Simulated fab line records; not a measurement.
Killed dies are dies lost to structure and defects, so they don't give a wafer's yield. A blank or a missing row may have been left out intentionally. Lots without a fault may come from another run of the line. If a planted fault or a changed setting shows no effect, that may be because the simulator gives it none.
Chamber matching | flow n5Finfet | 3 sister chambers for N5_BEOL_M7_PECVD_70 on pecvd-04
The step deposits SiO2 from TEOS/O2, target thk 20 nm, time 22.7 s. 6 wafers are shown with their chamber, then 12 later ones without.

== EACH WAFER AND ITS CHAMBER ==
wafer  | chamber | throttleValvePct (%) | showerheadPlenumPTorr (Torr)
L084.1 | 2       | 22.3                 | 8.82
L084.2 | 1       | 24.3                 | 8.86
L084.4 | 0       | 21.3                 | 8.79
L090.1 | 1       | 24.9                 | 8.87
L090.2 | 2       | 22.0                 | 8.83
L090.3 | 0       | 20.7                 | 8.80

== WAFERS WITHOUT THEIR CHAMBER ==
wafer  | throttleValvePct (%) | showerheadPlenumPTorr (Torr)
L090.4 | 24.6                 | 8.86
L090.5 | 21.0                 | 8.80
L090.6 | 22.3                 | 8.85
L093.2 | 22.1                 | 8.84
L093.3 | 20.8                 | 8.79
L093.4 | 21.1                 | 8.81
L096.2 | 24.3                 | 8.85
L096.3 | 22.3                 | 8.80
L096.5 | 24.7                 | 8.84
L097.2 | 22.4                 | 8.83
L097.3 | 24.5                 | 8.87
L097.5 | 24.7                 | 8.85

== WHICH CHAMBER EACH WENT THROUGH ==
wafer  | from the rows above     | in truth
L090.4 | 1                       | 1
L090.5 | 0                       | 0
L090.6 | 2                       | 2
L093.2 | 2                       | 2
L093.3 | 0                       | 0
L093.4 | can't be placed: 0 or 2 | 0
L096.2 | 1                       | 1
L096.3 | can't be placed: 2 or 0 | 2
L096.5 | 1                       | 1
L097.2 | 2                       | 2
L097.3 | 1                       | 1
L097.5 | 1                       | 1
Correct placement for 10 of the 12. From these rows, 2 cannot be placed; in 2 the true chamber is one of the candidates. Wrongly placed: 0.
How it was worked out, from the rows above alone: a wafer's distance from a chamber is the root of the sum, over the readings, of the square of ((its reading less the chamber's mean) divided by the reading's scatter). The wafer belongs to the nearest chamber; if the next one is less than 2 further off, it can't be placed. For every chamber, the mean is computed from those of its wafers that are shown. How the scatter is found: for the shown wafers, subtract from each reading the mean of its chamber, square and add these, divide the total by (wafers less chambers), then take the root.
